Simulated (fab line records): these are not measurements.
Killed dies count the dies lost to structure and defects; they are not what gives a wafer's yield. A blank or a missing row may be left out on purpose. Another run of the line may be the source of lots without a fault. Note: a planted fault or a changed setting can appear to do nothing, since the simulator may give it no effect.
Struck lot and sound lot, side by side :: flow n5_finfet :: 23 steps out of a route of 1938
Sound: the wafers L135.1, L135.3, L135.4. Struck: wafer L144.3. (L144.5, L144.6 of the same lot were not struck and are left out.) The cause comes at the end.
For every step that has rows: the tool of each side, followed by ch and its chambers, followed by its first start. Under that, the readings that differ: sound wafers :: struck wafers :: difference of the means :: sigmas: that difference in standard deviations of wafers without a fault.
alike: a reading whose means differ by less than 2 such deviations, as well as words and numbers matching on both sides. not compared: withheld readings; readings where some wafer has no value; bounds like >300 that might hide an equal value; numbers whose values overlap and for which the record gives no deviation.
A row with sigmas, a row that says differs or no value, or rows on one side alone: a step with any of these is where the two part. When numbers do not overlap yet have no deviation, they are printed without sigmas and do not part them. A reading that every wafer of one side lacks parts them only if that side has two wafers or more.

first, 2 steps without rows for these wafers: N5_GATE_CUT_ETCH_28 (etches underlayer in N2/H2, target depth 13 nm, time 10.4 s); N5_GATE_CUT_ETCH_36 (etches SiARC in CF4, target depth 13 nm, time 21.7 s).
N5_GATE_CUT_ETCH_37: etches SOC in N2/H2, target depth 60 nm, overetch 12 nm, time 90 s.
  sound on rie_diel-05 ch 0,1,2, day 4 11:53; struck on rie_diel-01 ch 1, day 6 15:28
reading: rf_vpp_V (V)
sound: 521 523 521
struck: 529
difference: +7
sigmas: +2

reading: showerhead_plenum_p_Torr (Torr)
sound: 2.44 2.52 2.49
struck: 2.71
difference: +0.23
sigmas: +2
  alike: drypump_motor_current_A, oes_product_au, throttle_valve_pct
  not compared: rf_hours_counter_h
then, 2 steps without rows for these wafers: N5_GATE_CUT_STRIP_38 (strips in N2/H2); N5_GATE_CUT_STRIP_39 (strips in N2/H2).
N5_GATE_CUT_HM_OPEN_40: chemistry C4F6/O2, target SiO2, target depth 139 nm, time 85.1 s.
  sound on rie_diel-05 ch 0,1,2, day 4 11:58; struck on rie_diel-01 ch 1, day 6 15:33
reading: showerhead_plenum_p_Torr (Torr)
sound: 2.73 2.80 2.80
struck: 3.02
difference: +0.24
sigmas: +2
  alike: drypump_motor_current_A, etch_rf_on_time_s, mfc_ar_sccm, oes_product_au, rf_vpp_V, throttle_valve_pct
  not compared: rf_hours_counter_h
then, 4 steps without rows for these wafers: N5_GATE_CUT_STRIP_41 (strips in CF4); N5_GATE_CUT_STRIP_42 (strips in O2); N5_GATE_CUT_ETCH_19 (etches SiNx in CH3F/O2, target depth 53.7 nm, time 76.7 s); N5_GATE_CUT_CUT_ETCH_53 (etches W in SF6/Cl2, target depth 79.2 nm).
N5_GATE_CUT_CUT_ETCH_54: etches TiN in Cl2/BCl3, target depth 96.7 nm.
  sound on rie_metal-01 ch 0,1, day 4 12:15; struck on rie_metal-01 ch 0, day 6 15:52
  alike: drypump_motor_current_A, etch_rf_on_time_s, mfc_ar_sccm, oes_product_au, throttle_valve_pct
  not compared: rf_hours_counter_h
then, 1 step without rows for these wafers: N5_GATE_CUT_CUT_ETCH_55 (etches HfO2 in BCl3, target depth 3.2 nm).
N5_GATE_CUT_ETCH_47: etches SiO2 in Cl2/BCl3, target depth 10 nm.
  sound on rie_metal-01 ch 0,1, day 4 12:20; struck on rie_metal-01 ch 0, day 6 15:56
reading: model.SiO2_of_GATE_CUT_HM_DEP_46.thk_nm (nm)
sound: 103.4 105.8 106.2
struck: 108.8
difference: +3.7
sigmas: 

reading: model.etch.depth_nm (nm)
sound: 10.13 10.18 9.937
struck: 7.301
difference: -2.781
sigmas: 
  alike: drypump_motor_current_A, mfc_ar_sccm, oes_product_au, throttle_valve_pct
  not compared: rf_hours_counter_h
N5_GATE_CUT_VAPOR_ETCH_48: etches TiN in BCl3/Cl2.
  sound on rie_metal-01 ch 0,1, day 4 12:22; struck on rie_metal-01 ch 0, day 6 15:58
  alike: drypump_motor_current_A, oes_product_au
then, 1 step without rows for these wafers: N5_GATE_CUT_VAPOR_ETCH_49 (etches TiAlC in BCl3/Cl2).
N5_GATE_CUT_VAPOR_ETCH_51: etches HfO2 in BCl3/Cl2.
  sound on rie_metal-01 ch 0,1, day 4 12:26; struck on rie_metal-01 ch 0, day 6 16:02
  alike: drypump_motor_current_A, oes_product_au
then, 4 steps without rows for these wafers: N5_GATE_CUT_STRIP_21 (strips in N2/H2, time 30 s); N5_GATE_CUT_STRIP_29 (strips in post etch residue remover, time 60 s); N5_GATE_CUT_SRD_52 (time 30 s); N5_GATE_CUT_ALD_22 (deposits SiNx, target thk 16 nm, pulse time 1 s, ald cycles 320).
N5_GATE_CUT_CMP_23: polishes, stops on SiO2, t overpolish 23.4 s, target thk 16 nm.
  sound on cmp-04 ch 0,1,3, day 4 14:08; struck on cmp-03 ch 3, day 6 17:47
reading: model.SiO2_of_GATE_CUT_HM_DEP_46.thk_nm (nm)
sound: 101.4 103.8 104.2
struck: 106.6
difference: +3.5
sigmas: 
  alike: edge_zone_pressure_frac, motor_current_A, overpolish_run_s, time_to_endpoint_s
N5_GATE_CUT_THK_MEAS_24:
  struck on film_metro-02, day 6 18:01; sound on film_metro-02, day 4 14:26
reading: GC_FILL_THK (nm)
sound: 217.4 219.1 219.9
struck: 222.9
difference: +4.1
sigmas: +2
-- here the record skips 3 days between the struck wafers' starts before and after, leaving off in module GATE_CUT and picking up in module BEOL_M4 (first step shown: number 1111 of the route) --
N5_BEOL_M4_RC_MEAS_101:
  sound on prober-01 ch 0, day 8 00:06; struck on prober-02 ch 0, day 9 19:34
reading: IOFF_N (nA/um)
sound: 0.139 0.142 0.131
struck: 0.185
difference: +0.048
sigmas: +2

reading: SS_P (mV/dec)
sound: 73.0 72.7 72.6
struck: 73.9
difference: +1.1
sigmas: +2
  alike: DIBL_N, DIBL_P, IOFF_P, ION_N, ION_P, SS_N, VT_N, VT_P

== WHERE THEY PART ==
First at N5_GATE_CUT_ETCH_37; last, within this record, at N5_BEOL_M4_RC_MEAS_101.

WHY: whatever the simulator had introduced
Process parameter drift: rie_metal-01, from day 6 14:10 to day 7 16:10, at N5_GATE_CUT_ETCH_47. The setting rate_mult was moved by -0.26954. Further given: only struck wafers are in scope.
